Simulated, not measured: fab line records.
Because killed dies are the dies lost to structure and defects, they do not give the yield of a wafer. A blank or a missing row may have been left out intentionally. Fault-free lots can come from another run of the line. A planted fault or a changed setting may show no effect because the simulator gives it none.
Lot-split experiment + flow n5Finfet + 7 lots, 39 wafers read, on a route of 1938 steps

== ABOUT THE SPLIT ==
At N5_DUMMY_GATE_ETCH_31 (etches SiO2 in C4F6/O2, target depth 82.5 nm, time 27.5 s), the setting targetDepthA was moved away from the recipe's 825 angstrom on 18 of the 39 wafers read, by -41.9% to +58.1%. This setting was run at the recipe's value on the other wafers.

Reading taken at the split's own step.

== THE READING ==
SOC_of_DUMMY_GATE_COAT_34.thkNm (the simulator's own value, which no gauge read), in nm, at N5_DUMMY_GATE_ETCH_31 (etches SiO2 in C4F6/O2, target depth 82.5 nm, time 27.5 s). There is no usual value for it anywhere in the file. Across the 21 wafers here that went through the recipe, the average is 51.7 nm and the standard deviation 0.23 nm.

| wafer  | tool, chamber at the split | targetDepthA as run, angstrom | against the recipe | SOC_of_DUMMY_GATE_COAT_34.thkNm, nm | against lot-mates on the recipe |
|--------|----------------------------|-------------------------------|--------------------|-------------------------------------|---------------------------------|
| L082.1 | rieDiel-02, 3              | 825                           | recipe             | 51.6                                | -                               |
| L082.2 | rieDiel-02, 2              | 825                           | recipe             | 51.4                                | -                               |
| L082.3 | rieDiel-02, 1              | 1107                          | +34.2%             | 48.8                                | -2.7                            |
| L082.4 | rieDiel-02, 3              | 1107                          | +34.2%             | 49                                  | -2.5                            |
| L082.5 | rieDiel-02, 1              | 825                           | recipe             | 51.6                                | -                               |
| L082.6 | rieDiel-02, 2              | 1107                          | +34.2%             | 48.4                                | -3.1                            |
| L083.1 | rieDiel-03, 2              | 825                           | recipe             | 51.6                                | -                               |
| L083.2 | rieDiel-03, 3              | 1258                          | +52.5%             | 47.4                                | -4.3                            |
| L083.3 | rieDiel-03, 0              | 825                           | recipe             | 51.6                                | -                               |
| L083.4 | rieDiel-03, 1              | 1258                          | +52.5%             | 47.2                                | -4.5                            |
| L083.5 | rieDiel-03, 2              | 1258                          | +52.5%             | 47.2                                | -4.5                            |
| L083.6 | rieDiel-03, 3              | 825                           | recipe             | 51.8                                | -                               |
| L087.1 | rieDiel-06, 3              | 825                           | recipe             | 52.4                                | -                               |
| L087.2 | rieDiel-06, 0              | 651.1                         | -21.1%             | 53.4                                | +1.4                            |
| L087.3 | rieDiel-06, 1              | 825                           | recipe             | 51.8                                | -                               |
| L087.4 | rieDiel-06, 2              | 651.1                         | -21.1%             | 53.4                                | +1.4                            |
| L087.5 | rieDiel-06, 3              | 651.1                         | -21.1%             | 54                                  | +2.0                            |
| L087.6 | rieDiel-06, 2              | 825                           | recipe             | 51.8                                | -                               |
| L090.1 | rieDiel-06, 2              | 825                           | recipe             | 51.6                                | -                               |
| L090.4 | rieDiel-06, 0              | 825                           | recipe             | 51.4                                | -                               |
| L090.5 | rieDiel-06, 2              | 825                           | recipe             | 51.8                                | -                               |
| L091.1 | rieDiel-06, 3              | 479.5                         | -41.9%             | 55.6                                | +3.8                            |
| L091.2 | rieDiel-06, 1              | 825                           | recipe             | 52                                  | -                               |
| L091.3 | rieDiel-06, 2              | 479.5                         | -41.9%             | 55.2                                | +3.4                            |
| L091.4 | rieDiel-06, 0              | 825                           | recipe             | 51.6                                | -                               |
| L091.5 | rieDiel-06, 2              | 479.5                         | -41.9%             | 55.2                                | +3.4                            |
| L091.6 | rieDiel-06, 1              | 825                           | recipe             | 51.8                                | -                               |
| L093.1 | rieDiel-06, 2              | 1304                          | +58.1%             | 47                                  | -4.8                            |
| L093.2 | rieDiel-06, 1              | 1304                          | +58.1%             | 47                                  | -4.8                            |
| L093.3 | rieDiel-06, 0              | 825                           | recipe             | 51.6                                | -                               |
| L093.4 | rieDiel-06, 3              | 825                           | recipe             | 52.2                                | -                               |
| L093.5 | rieDiel-06, 2              | 825                           | recipe             | 51.6                                | -                               |
| L093.6 | rieDiel-06, 1              | 1304                          | +58.1%             | 47                                  | -4.8                            |
| L095.1 | rieDiel-06, 0              | 825                           | recipe             | 51.8                                | -                               |
| L095.2 | rieDiel-06, 1              | 825                           | recipe             | 51.6                                | -                               |
| L095.3 | rieDiel-06, 2              | 1038                          | +25.8%             | 49.4                                | -2.3                            |
| L095.4 | rieDiel-06, 3              | 1038                          | +25.8%             | 50.2                                | -1.5                            |
| L095.5 | rieDiel-06, 2              | 825                           | recipe             | 51.6                                | -                               |
| L095.6 | rieDiel-06, 3              | 1038                          | +25.8%             | 50.2                                | -1.5                            |

FIT RESULTS
A straight line over all 39 wafers: SOC_of_DUMMY_GATE_COAT_34.thkNm changes by -0.0839 nm for each +1% of targetDepthA; r = -0.99; the points scatter about the line by 0.27 nm.
The same after taking each lot's own level away (the mean of its wafers on the recipe; 39 wafers): -0.0821 nm for each +1%; r = -0.99; scatter 0.25 nm.
On that fit, the largest move of targetDepthA shifts the reading by 4.8 nm.
The lots' own levels span 51.53 to 52.00 nm, that is 2.0 times the standard deviation above.
So the lot-to-lot level changes the slope little: the two slopes agree.
Check: for one of the wafers moved furthest among these (+58.1%), held out of the fit, the line's prediction against its lot-mates is -4.74 nm. Against them it came out at -4.8 nm.

== THE WHOLE CHAIN: every reading that the file lists as answering this split, in the file's order ==
| step                  | what it does                                              | reading                                                                          | change (the file's fit)                | r (the file's) |
|-----------------------|-----------------------------------------------------------|----------------------------------------------------------------------------------|----------------------------------------|----------------|
| N5_DUMMY_GATE_ETCH_31 | etches SiO2 in C4F6/O2, target depth 82.5 nm, time 27.5 s | etch.depthNm (the simulator's own value, which no gauge read)                    | +0.815 nm for each +1% of the setting  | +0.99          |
| N5_DUMMY_GATE_ETCH_31 | etches SiO2 in C4F6/O2, target depth 82.5 nm, time 27.5 s | SOC_of_DUMMY_GATE_COAT_34.thkNm (the simulator's own value, which no gauge read) | -0.0819 nm for each +1% of the setting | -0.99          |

== THE FILE'S OWN FIT ==
SOC_of_DUMMY_GATE_COAT_34.thkNm changes by -0.0819 nm for each +1% of targetDepthA, r = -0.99.
